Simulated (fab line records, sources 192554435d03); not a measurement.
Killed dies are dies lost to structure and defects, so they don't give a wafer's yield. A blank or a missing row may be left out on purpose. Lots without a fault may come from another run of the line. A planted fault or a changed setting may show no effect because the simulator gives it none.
Chamber matching | flow n5_finfet | N5_GATE_CUT_DESCUM_18 on rie_diel-06: 4 sister chambers
The step chemistry O2, time 7 s. 4 wafers are shown with their chamber, then 10 later ones without.

WAFERS WITH THEIR CHAMBER
wafer  | chamber | showerhead_plenum_p_Torr (Torr)
L083.1 | 2       | 2.23
L084.6 | 3       | 2.18
L085.4 | 0       | 2.02
L085.5 | 1       | 2.04

WAFERS WITHOUT THEIR CHAMBER
wafer  | showerhead_plenum_p_Torr (Torr)
L085.6 | 2.02
L093.1 | 2.18
L093.3 | 2.01
L093.4 | 2.04
L094.1 | 2.01
L094.5 | 2.01
L094.6 | 2.18
L097.2 | 2.04
L097.3 | 2.01
L097.6 | 2.04

WHICH CHAMBER EACH WENT THROUGH
wafer  | from the rows above | in truth
L085.6 | 0                   | 0
L093.1 | 3                   | 3
L093.3 | 0                   | 0
L093.4 | 1                   | 1
L094.1 | 0                   | 0
L094.5 | 0                   | 0
L094.6 | 3                   | 3
L097.2 | 1                   | 1
L097.3 | 0                   | 0
L097.6 | 1                   | 1
Placed correctly: 10 of 10. Can't be placed from these rows: 0. Placed wrongly: 0.
How it was worked out, from the rows above alone: a wafer's distance from a chamber is the root of the sum, over the readings, of the square of ((its reading less the chamber's mean) divided by the reading's scatter). The wafer belongs to the nearest chamber; if the next one is less than 2 further off, it can't be placed. A chamber's mean is the mean of its shown wafers. The scatter: with one shown wafer a chamber, the root of the mean of the squares of how far each hidden wafer lies from its nearest shown one.
